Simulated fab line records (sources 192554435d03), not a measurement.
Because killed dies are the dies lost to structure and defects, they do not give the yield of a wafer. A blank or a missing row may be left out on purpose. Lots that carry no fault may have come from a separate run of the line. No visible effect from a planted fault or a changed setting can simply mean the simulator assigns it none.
fab line records -- flow n5_finfet
record: lots: 4, wafers: 12, last_day: 16
route steps=1938 shown BEOL_M1@751 BEOL_M4@1111 PASSIVATION@1936
lots that met no fault: from a run of the same line without faults
start_h: hours from the record's opening day to when the first of the lot's shown wafers began -- wait_h: hours from the lot's prior step to this one -- " repeats the value in the row above -- L1.1+2: several wafers, shown together as one row -- - either no value or no given start -- * or withheld: withheld -- < > ~ a bound
route shown NAME@n: a module of which the file shows steps, and the number in the route of the first -- usual: the fault-free wafers' mean and standard deviation -- same: alike in all rows -- chamber/n: place in a boat -- sites: per-site readings -- _std_site: standard deviation of those values -- _edge_site: inner sites' mean taken away from outer sites' mean -- radius_mm: how far each site lies from the wafer's centre -- mask NAME#n: copy n -- behind: the most recent tool/chamber to have shaped the wafer -- hold: reason for holding the lot/hours on hold/outcome of the hold -- device: the n, p or np transistor that did not switch -- end of line: tests of these same wafers at the route's end -- a step with no rows: only its recipe -- killed: dies lost to structure and defects at the first sort, not the wafer's yield -- map: shows each die of a wafer: x if killed, . if not, _ if none is there
set.NAME: the run value of the setting; set.NAME@STEP: its run value at that earlier step -- model.NAME: the simulator's own value behind a step, which no gauge read
lots seen at some steps along the route; tables by step, rows by wafer
services: from which hour (start_h, from the record's first day; less than 0 if before it) a tool's chamber was out of use, for how many hours, and why
== steps ==
step: N5_BEOL_M1_ILD_DEP_00
recipe: material: SiOC, target_thk_a: 790, temp_c: 350, precursor: DEMS/O2, pressure_torr: 5, rf_w: 500, time_s: 15.3
step: N5_BEOL_M1_PECVD_72
recipe: material: SiO2, target_thk_a: 160, temp_c: 400, precursor: TEOS/O2, pressure_torr: 5.5, rf_w: 450, teos_flow_sccm: 53.8, gas: O2, flow_sccm: 3000, time_s: 18
step: N5_BEOL_M1_HM_DEP_02
recipe: material: TiN, target_thk_a: 200, temp_c: 25, chamber_pressure_pa: 0.49996
step: N5_BEOL_M1_COAT_61
recipe: resist: SOC, temp_c: 250, time_s: 60, spin_rpm: 1500, resist_thk_nm: 60
step: N5_BEOL_M1_COAT_62
recipe: resist: SiARC, temp_c: 220, time_s: 60, spin_rpm: 1500, resist_thk_nm: 12
step: N5_BEOL_M1_COAT_73
recipe: resist: underlayer, temp_c: 205, time_s: 60, spin_rpm: 1500, resist_thk_nm: 5
step: N5_BEOL_M1_COAT_05
recipe: resist: CAR-EUV, spin_rpm: 1500, resist_thk_nm: 30
step: N5_BEOL_M1_EBR_07
recipe: solvent: PGMEA, ebr_width_mm: 1.5
step: N5_BEOL_M1_SOFTBAKE_06
recipe: temp_c: 110, time_s: 60, resist: CAR-EUV
step: N5_BEOL_M1_EXPOSE_08
recipe: mask_id: M1, na: 0.33, source_shape: dipole, sigma_inner: 0.369, sigma_outer: 0.767, polarization: unpolarized, dose_mj: 33
same: dipole_opening_deg: 79.7
lot.wafer,tool,chamber,start_h,wait_h,mask
L196.2+3+4,euv_scanner-01,0,140.18,-,M1#0
L199.1+3+4,euv_scanner-01,0,160.65,-,M1#0
L202.2+4+6,euv_scanner-01,0,177.93,-,M1#0
L212.3+5+6,euv_scanner-02,0,235.96,-,M1#0
step: N5_BEOL_M1_PEB_09
recipe: peb_temp_c: 100, peb_time_s: 60, resist: CAR-EUV
step: N5_BEOL_M1_DEVELOP_10
recipe: develop_time_s: 30, developer: TMAH, resist: CAR-EUV, rinse_liquid: surfactant_rinse, dry: air_spin, dev_temp_c: 23
step: N5_BEOL_M1_DESCUM_16
recipe: chemistry: O2, time_s: 7, source_power_w: 50, bias_power_w: 20, pressure_mtorr: 20, rf_frequency_hz: 2.712e+07, temp_c: 40, resist: CAR-EUV, o2_flow_sccm: 225
step: N5_BEOL_M1_ETCH_74
recipe: chemistry: N2/H2, target: underlayer, target_depth_a: 65, mask_material: CAR-EUV, time_s: 5.2, ion_energy_ev: 200, pressure_mtorr: 30, source_w: 840, bias_w: 150, n2_flow_sccm: 200, h2_flow_sccm: 200, ends: cleared
usual: drypump_motor_current_A: 5.5/0.47, etch_rf_on_time_s: 5.21/0.068, h2_flow_sccm: 200.1/0.64, n2_flow_sccm: 199.9/0.63, oes_product_au: 0.66/0.075, rf_vpp_V: 524.0/2.7, showerhead_plenum_p_Torr: 2.55/0.083, throttle_valve_pct: 17.84/0.26
lot.wafer,tool,chamber,start_h,wait_h,drypump_motor_current_A,etch_rf_on_time_s,h2_flow_sccm,n2_flow_sccm,oes_product_au,rf_hours_counter_h,rf_vpp_V,showerhead_plenum_p_Torr,throttle_valve_pct,model.BEOL_M1.cd_offset_nm
L196.2,rie_diel-05,0,140.46,0.0,6.5,5.16,199.7,200.0,0.60,221,520.1,2.51,18.18,0
L196.3,rie_diel-05,1,140.46,0.0,5.1,5.30,199.7,199.7,0.62,193,527.0,2.63,17.75,0.2
L196.4,rie_diel-05,3,140.46,0.0,5.5,5.18,201.7,200.2,0.65,152,521.9,2.44,17.97,0.2
L199.1,rie_diel-05,0,161.04,0.0,6.5,5.24,201.1,199.0,0.59,227,523.0,2.51,18.19,-0.4
L199.3,rie_diel-05,3,161.04,0.0,5.5,5.23,201.4,199.4,0.64,159,521.3,2.44,17.99,0
L199.4,rie_diel-05,1,161.04,0.0,5.0,5.27,200.7,199.7,0.62,200,526.1,2.63,17.79,-0.2
L202.2,rie_diel-03,3,178.21,0.0,5.3,5.22,200.8,199.4,0.60,195,522.8,2.52,17.82,-0.2
L202.4,rie_diel-03,1,178.21,0.0,5.4,5.17,199.7,199.5,0.70,106,523.6,2.56,17.64,-0.4
L202.6,rie_diel-03,3,178.21,0.0,5.3,5.21,201.1,200.2,0.59,-,521.7,2.52,17.84,0
L212.3,rie_diel-03,0,236.23,0.0,5.6,5.21,200.7,200.2,0.67,112,526.3,2.56,17.82,-0.2
L212.5,rie_diel-03,3,236.23,0.0,5.4,5.31,200.8,200.9,0.58,-,525.2,2.51,17.88,0
L212.6,rie_diel-03,2,236.23,0.0,4.8,5.15,200.1,200.4,0.78,-,527.7,2.60,17.70,0
step: N5_BEOL_M1_ETCH_63
recipe: chemistry: CF4, target: SiARC, target_depth_a: 156, mask_material: CAR-EUV, time_s: 26, ion_energy_ev: 80, pressure_mtorr: 40, source_w: 545, bias_w: 36, Ar_flow_sccm: 100, cf4_flow_sccm: 100, ends: cleared
step: N5_BEOL_M1_ETCH_64
recipe: chemistry: N2/H2, target: SOC, target_depth_a: 750, overetch_a: 150, mask_material: SiARC, temp_c: 40, time_s: 112.5, ion_energy_ev: 200, pressure_mtorr: 30, source_w: 840, bias_w: 150, n2_flow_sccm: 200, h2_flow_sccm: 200
step: N5_BEOL_M1_STRIP_65
recipe: chemistry: N2/H2, temp_c: 40, n2_flow_sccm: 200, h2_flow_sccm: 200, rf_frequency_hz: 6e+07
step: N5_BEOL_M1_STRIP_75
recipe: chemistry: N2/H2, temp_c: 40, n2_flow_sccm: 200, h2_flow_sccm: 200, rf_frequency_hz: 6e+07
step: N5_BEOL_M1_STRIP_66
recipe: chemistry: CF4, resist: SiARC, power_w: 300, bias_power_w: 75, pressure_mtorr: 50, cf4_flow_sccm: 150, rf_frequency_hz: 6e+07
step: N5_BEOL_M1_HM_OPEN_17
recipe: chemistry: Cl2/BCl3, target_depth_a: 200, overetch_a: 60, target: TiN, mask_material: SOC, ion_energy_ev: 150, pressure_mtorr: 10, icp_w: 1000, bias_w: 126, Cl2_flow_sccm: 53.25, bcl3_flow_sccm: 21.75, Ar_flow_sccm: 25
usual: drypump_motor_current_A: 5.47/0.17, oes_product_au: 0.67/0.082, throttle_valve_pct: 22.20/0.16
lot.wafer,tool,chamber,start_h,wait_h,drypump_motor_current_A,oes_product_au,rf_hours_counter_h,throttle_valve_pct,model.BEOL_M1.cd_offset_nm
L196.2,rie_metal-01,1,140.67,0.0,5.42,0.61,72,22.18,0
L196.3,rie_metal-01,1,140.67,0.0,5.41,0.61,-,22.18,0
L196.4,rie_metal-01,0,140.67,0.0,5.43,0.72,-,22.23,0.4
L199.1,rie_metal-01,1,161.26,0.0,5.40,0.60,75,22.17,-0.6
L199.3,rie_metal-01,0,161.26,0.0,5.39,0.72,-,22.23,-0.2
L199.4,rie_metal-01,1,161.26,0.0,5.42,0.60,-,22.17,-0.2
L202.2,rie_metal-01,1,178.43,0.0,5.41,0.60,76,22.18,-0.2
L202.4,rie_metal-01,1,178.43,0.0,5.41,0.60,-,22.18,-0.2
L202.6,rie_metal-01,0,178.43,0.0,5.41,0.72,-,22.26,0.2
L212.3,rie_metal-02,0,236.47,0.1,5.32,0.84,-,21.81,0
L212.5,rie_metal-02,1,236.47,0.1,5.78,0.68,-,22.35,0
L212.6,rie_metal-02,0,236.47,0.1,5.31,0.84,-,21.82,0
step: N5_BEOL_M1_STRIP_19
recipe: chemistry: O2, power_w: 400, temp_c: 40, pressure_mtorr: 30, rf_frequency_hz: 6e+07, bias_power_w: 0, overash_fraction: 0.2, o2_flow_sccm: 225
step: N5_BEOL_M1_COAT_67
recipe: resist: SOC, temp_c: 250, time_s: 60, spin_rpm: 1500, resist_thk_nm: 60
step: N5_BEOL_M1_COAT_68
recipe: resist: SiARC, temp_c: 220, time_s: 60, spin_rpm: 1500, resist_thk_nm: 12
step: N5_BEOL_M1_COAT_76
recipe: resist: underlayer, temp_c: 205, time_s: 60, spin_rpm: 1500, resist_thk_nm: 5
step: N5_BEOL_M1_COAT_22
recipe: resist: CAR-EUV, spin_rpm: 1500, resist_thk_nm: 30
step: N5_BEOL_M1_EBR_24
recipe: solvent: PGMEA, ebr_width_mm: 1.5
step: N5_BEOL_M1_SOFTBAKE_23
recipe: temp_c: 110, time_s: 60, resist: CAR-EUV
step: N5_BEOL_M1_EXPOSE_25
recipe: mask_id: V0, na: 0.33, source_shape: quasar, sigma_inner: 0.2, sigma_outer: 0.8, polarization: unpolarized, defocus_nm: 5, target_cd_nm: 24, dose_mj: 63
step: N5_BEOL_M1_PEB_26
recipe: peb_temp_c: 100, peb_time_s: 60, resist: CAR-EUV
step: N5_BEOL_M1_DEVELOP_27
recipe: develop_time_s: 30, developer: TMAH, resist: CAR-EUV, rinse_liquid: surfactant_rinse, dry: air_spin, dev_temp_c: 23
step: N5_BEOL_M1_DESCUM_33
recipe: chemistry: O2, time_s: 7, source_power_w: 50, bias_power_w: 20, pressure_mtorr: 20, rf_frequency_hz: 2.712e+07, temp_c: 40, resist: CAR-EUV, o2_flow_sccm: 225
step: N5_BEOL_M1_ETCH_77
recipe: chemistry: N2/H2, target: underlayer, target_depth_a: 65, mask_material: CAR-EUV, time_s: 5.2, ion_energy_ev: 200, pressure_mtorr: 30, source_w: 840, bias_w: 150, n2_flow_sccm: 200, h2_flow_sccm: 200, ends: cleared
step: N5_BEOL_M4_RC_MEAS_101
usual: DIBL_N: 36.4/1.5, DIBL_P: 36.6/1.9, IOFF_N: 0.155/0.021, IOFF_P: 0.211/0.028, ION_N: 671/8.6, ION_P: 462/5.8, SS_N: 71.5/0.5, SS_P: 73.4/0.58, VT_N: 250.1/2.4, VT_P: -250.1/3
lot.wafer,tool,chamber,start_h,wait_h,DIBL_N[mV/V],DIBL_P[mV/V],IOFF_N[nA/um],IOFF_P[nA/um],ION_N[uA/um],ION_P[uA/um],SS_N[mV/dec],SS_P[mV/dec],VT_N[mV],VT_P[mV]
L196.2,prober-01,0,186.62,0.2,36.9,38.2,0.157,0.202,670,455,71.2,72.7,252.9,-250.5
L196.3,prober-01,0,186.62,0.2,37.0,38.2,0.161,0.208,674,460,71.4,72.5,252.0,-248.0
L196.4,prober-01,0,186.62,0.2,38.1,38.9,0.173,0.218,676,456,73.1,74.1,252.0,-251.1
L199.3,prober-02,0,208.01,0.3,35.4,35.3,0.141,0.204,668,466,71.0,73.1,250.3,-248.9
L199.4,prober-02,0,208.01,0.3,38.1,37.4,0.175,0.223,664,462,71.5,73.7,249.8,-249.3
L202.2,prober-02,0,224.46,0.2,38.1,37.2,0.169,0.225,679,464,70.5,72.8,250.5,-247.3
L202.4,prober-02,0,224.46,0.2,37.0,35.9,0.151,0.209,676,464,71.4,72.6,250.6,-249.3
L202.6,prober-02,0,224.46,0.2,38.5,37.6,0.171,0.228,669,460,72.1,74.0,248.1,-248.3
L212.3,prober-01,0,280.74,0.3,35.4,35.2,0.144,0.181,667,459,71.4,72.3,249.7,-251.8
L212.5,prober-01,0,280.74,0.3,37.1,37.6,0.171,0.207,675,462,71.4,73.2,248.3,-250.1
L212.6,prober-01,0,280.74,0.3,36.6,36.8,0.162,0.199,672,460,71.6,73.7,248.5,-251.7
step: N5_PASSIVATION_PROBE_49
usual: defect_limited_yield: 91.5/1.4, killed_at_M0_to_M3: 33/10, killed_at_M4_up: 13/5, killed_at_contacts: 13/5.6, killed_at_front_end: 38/12, killed_at_other: 3.9/2.7, killed_dies: 100/16, killed_on_rim: 13/4, killed_open: 66/13, killed_short: 32/7.2, sort_bin_5_function: 5.0/0.97, sort_bin_6_memory: 3.2/0.61, sort_n_pass: 1080/16, sort_yield_pct: 91.5/1.4
same: gross_dies: 1180, killed_at_back_side: 0, sort_bin_4_leakage[%]: 0, sort_bin_8_speed[%]: 0
lot.wafer,tool,chamber,start_h,wait_h,defect_limited_yield[%],killed_at_M0_to_M3,killed_at_M4_up,killed_at_contacts,killed_at_front_end,killed_at_other,killed_dies,killed_on_rim,killed_open,killed_short,sort_bin_5_function[%],sort_bin_6_memory[%],sort_n_pass,sort_yield_pct[%]
L199.1,prober-01,-,309.56,0.0,41.5,643,8,13,24,2,690,88,54,26,35.0,20.2,490,41.5
L199.3,prober-01,-,309.66,0.1,90.3,57,6,15,34,2,114,21,53,39,5.5,3.8,1066,90.3
L199.4,prober-01,-,309.71,0.2,88.6,78,13,10,30,4,135,17,50,25,6.8,4.5,1045,88.6
L202.2,prober-01,-,329.88,0.1,75.8,221,19,4,36,6,286,34,64,25,13.8,9.2,894,75.8
L202.4,prober-01,-,329.98,0.2,79.7,157,16,10,48,8,239,31,78,41,11.8,7.4,941,79.7
L202.6,prober-01,-,330.08,0.3,89.6,38,23,9,49,4,123,18,84,29,5.8,4.5,1057,89.6
killed by level:class
L199.1 BEOL_M1:area_expose=609 MOL_CONTACT_COAG:geometric_particle:open=12 BEOL_M2:geometric_particle:open=12 BEOL_M1:geometric_particle:open=8 BEOL_M0_SAQP:geometric_particle:short=7 FIN_SAQP:geometric_particle:short=5 STI_FIN_REVEAL:geometric_particle:open=4 FIN_SAQP:geometric_particle:open=3
L199.3 BEOL_M1:area_expose=22 MOL_CONTACT_COAG:geometric_particle:open=11 FIN_SAQP:geometric_particle:short=9 BEOL_M1:geometric_particle:open=9 FIN_SAQP:geometric_particle:open=8 BEOL_M0_SAQP:geometric_particle:short=6 STARTING-WAFER:geometric_particle:short=6 BEOL_M2:geometric_particle:open=5
L199.4 BEOL_M1:area_expose=59 MOL_CONTACT_COAG:geometric_particle:open=9 FIN_SAQP:geometric_particle:short=7 BEOL_M0_SAQP:geometric_particle:short=6 BEOL_M0_SAQP:geometric_particle:open=6 GATE_CUT:geometric_particle:short=5 BEOL_M4:geometric_particle:open=5 STI_FIN_REVEAL:geometric_particle:open=4
L202.2 BEOL_M1:area_expose=197 STI_FIN_REVEAL:geometric_particle:open=19 BEOL_M0_SAQP:geometric_particle:open=11 BEOL_M4:geometric_particle:open=10 BEOL_M0_SAQP:geometric_particle:short=7 GATE_CUT:geometric_particle:short=5 BEOL_M1:geometric_particle:open=4 FIN_SAQP:geometric_particle:short=3
L202.4 BEOL_M1:area_expose=119 STI_FIN_REVEAL:geometric_particle:open=19 BEOL_M0_SAQP:geometric_particle:short=10 BEOL_M0_SAQP:geometric_particle:open=9 MOL_CONTACT_COAG:geometric_particle:open=8 BEOL_M2:geometric_particle:open=7 BEOL_M4:geometric_particle:open=7 GATE_CUT:geometric_particle:short=6
L202.6 STI_FIN_REVEAL:geometric_particle:open=18 BEOL_M4:geometric_particle:open=8 MOL_CONTACT_COAG:geometric_particle:open=7 BEOL_M1:area_expose=7 FIN_SAQP:geometric_particle:open=6 BEOL_M0_SAQP:geometric_particle:short=6 STARTING-WAFER:geometric_particle:open=6 BEOL_M7:geometric_particle:open=6
map L199.1 (x killed, . not)
_________________..x..x.x.xx.________________
______________..x...xx.x.x.x.xxx_____________
___________x.x.x.xxxx..xx.x...x..xx__________
__________xxxx..xx.x.xxxxxxxxxx.xxx._________
________x....x..x.x..xxx.x..xx..xxxxxx_______
_______x.xx..xx.x.xx.xxxxx.xxx.xxxxxxxx______
______..x.x.xxxxxxx.....xxxx.x.xx..x.x.x_____
_____xx....xxxxxx..xx.xxx..x..xx.x..xxxxx____
____.x.xx.xx..xx.xxx.x..xx.xxx.x..x.x..xxx___
___...xxxxxx.xxxxxx..xx.x.xx..x.xx.x.xx.xxx__
___xxxxx.xxx.x.x..x..xx..xxx.x...x..x...x..__
__..x..xxxxxxxxxx.x...x.x.xxxxx...xx.x..x..._
__x..xxxxx..xxxx....xxxxxxxxx.xx.x...x.x.xxx_
_xx.x..xx.xxxx.x.x..xxx.xxx..xxxxx.xx.xx.x.xx
_.xx.xxx.....xxxx....x.xxxxxx..x..xxx.xx.x.xx
_x..xx.xxx.xx..xx..xxxxx..x.x.x.x.xx..x.xxxxx
_...xxx.x..x..xx.x.xxxx...x...xxx....xxxx.x..
_xxx...xx..x.xx..xxxxx.xx..xxx.x.x.x..xx....x
_..x.xx.xxx.x.xxx..xx..xx.x.xxxx.xxx.xx.xxxx.
_xx...x.xxx...x..x.x..xxx.x...xx...xxxx..x..x
_x.....xxxx.xxxx..x.xx.xxxx.x.xxxxx..x.xxx.xx
__.x.xxxx.x..x.xx.xxxx.x.xxxxx.xxx.x.xxx.xxx_
__xx.xxxxxx.xxxx..x...xxxxx.xx.xx.x.x....x.._
___x.x.xx.x..xx.x.x.x.x.xxxx.x.x....x..xxxx__
___..xx.x..xx...xxxx.xxxxxxx......x..xxx..x__
____.x.x..xxx..x.xx.x.xxx.x....x.xx.xxxx.x___
_____.xxx.xxxxxxx.xxxxx...xx.xx.xxxxxxxx.____
______.xxx.xx..xx.xxxxxx.xxx.xx...x..x.._____
_______x....x.xx..xx..........x....x..x______
________xx..xxx..xx.xxxx...xx.x.x...xx_______
__________x...xxxxxx.x.x.x..x.xxx..._________
___________xxxxx...xxx...x.xxxxxx.x__________
______________.x.xxxxxxx...xxxxx_____________
_________________x.x..x.x.xxx________________
map L202.2 (x killed, . not)
_________________....xx.x.x..________________
______________x....x...x.x..x..._____________
___________...............x.....x.x__________
__________...x.x......xx...x.xxx...._________
________...xx.....x.............x..x.x_______
_______......x....xx..xx...x.x...x...x.______
______.xx....x....x.......x.........xx.x_____
_____x.xx...x.x...xx...x.x.x.....x..x....____
____..x.....xx......x.....xx..............___
___..........x...x.....x.........xx......xx__
___....x.x...x...............x....x..x..x..__
__.........x.....x.....x....x...x..xx..x...._
__.x..xx.x.x.....x........xx.......x.......x_
_..xxxx.........x.....x..x..x...x.xx..xx.....
_...x...x...xx..x............xx....x..xx..x.x
_..x.....xx.xxx.....xxx.x....x..x.....xxxx...
_x.xx......x.....xx.x.xx...x..............x.x
_...xx....x.......x...x.........x..x.........
_.....x....xxx..........x..x..............x..
_.x.xxx.xx........x.x..x....x..............xx
_..x.x.x........x.x.....x...x....x........x..
__.x........xx.x..................x.xx..xx.._
__.............xx.x....x.......x.x....x.xx.._
___.......x...x..x.x...xx...x..x......x....__
___...........x.x........x.x.....x....xx...__
____.....xxx.x.x..x.....x.xx..x.....x..x..___
_____.........x.x..........x.............____
______.....xx.x...xxx.xxx.....x.xxxxxxx._____
_______x.x.x.x..........x.xx.x.x.......______
________.x.....x............x.x..x.x.x_______
__________..................xx......_________
___________....x..x.xx.xx.xx..x....__________
______________xxx.x.x....xx....._____________
_________________.x...x.x.xx.________________
== services ==
tool,chamber,start_h,hours,kind
rie_diel-03,-,130.92,0.7,repair
rie_metal-02,-,133.58,2.8,pm
rie_diel-03,2,145.58,-,clean
rie_diel-03,2,145.58,-,consumable_replace:focus_ring
rie_diel-03,2,145.58,13.5,scheduled_down
rie_diel-03,2,145.58,13.5,vent_cycle
rie_diel-03,1,149.89,4.6,repair
euv_scanner-01,0,150.96,-,calibration
euv_scanner-02,-,156.81,1.0,pm
euv_scanner-01,-,163.74,1.0,pm
rie_metal-02,0,192.93,-,clean
rie_metal-02,0,192.93,18.3,scheduled_down
rie_metal-02,0,192.93,18.3,vent_cycle
euv_scanner-02,0,202.00,-,calibration
euv_scanner-02,-,212.96,1.0,pm
rie_diel-05,0,215.24,3.8,repair
euv_scanner-01,-,219.89,1.0,pm
== key ==
first_sign: step: N5_PASSIVATION_PROBE_49, reading: killed_at_M0_to_M3, direction: up, sigmas: 16, usual: 33, struck: 199, wafers_moved: 5
effect: step: N5_PASSIVATION_PROBE_49, reading: sort_yield_pct, direction: down, sigmas: 10, usual: 91.5, struck: 77.6, wafers_moved: 4
model_effect: step: N5_BEOL_M1_ETCH_74, value: BEOL_M1.cd_offset_nm, without: 0.06667, struck: -0.2
model_effect: step: N5_BEOL_M1_HM_OPEN_17, value: BEOL_M1.cd_offset_nm, without: 0.03333, struck: -0.2
more_kills_born_at: N5_BEOL_M1_EXPOSE_08@euv_scanner-01: 1012
met_at N5_BEOL_M1_EXPOSE_08
struck_wafers L199.1,L199.3,L199.4,L202.2,L202.4,L202.6
later_rows_left_out L199.1
loop_trim: step: N5_BEOL_M1_EXPOSE_08, setting: dose, lots: L202
onset_between 140.18 160.65
also_fits N5_BEOL_M1_HM_OPEN_17:rie_metal-01
fault: kind: process_parameter_drift, tool: euv_scanner-01, chamber: -, onset_h: 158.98, steps: N5_BEOL_M1_EXPOSE_08, channel: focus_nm, offset: 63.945, spread_by_wafer: 0.3, shape: step, end_h: 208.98
later_rows_left_out: the simulator's readings of these wafers behind a module that went badly wrong aren't trusted and aren't shown, but for the sort
loop_trim: a control loop set the setting to another value than it would have without faults
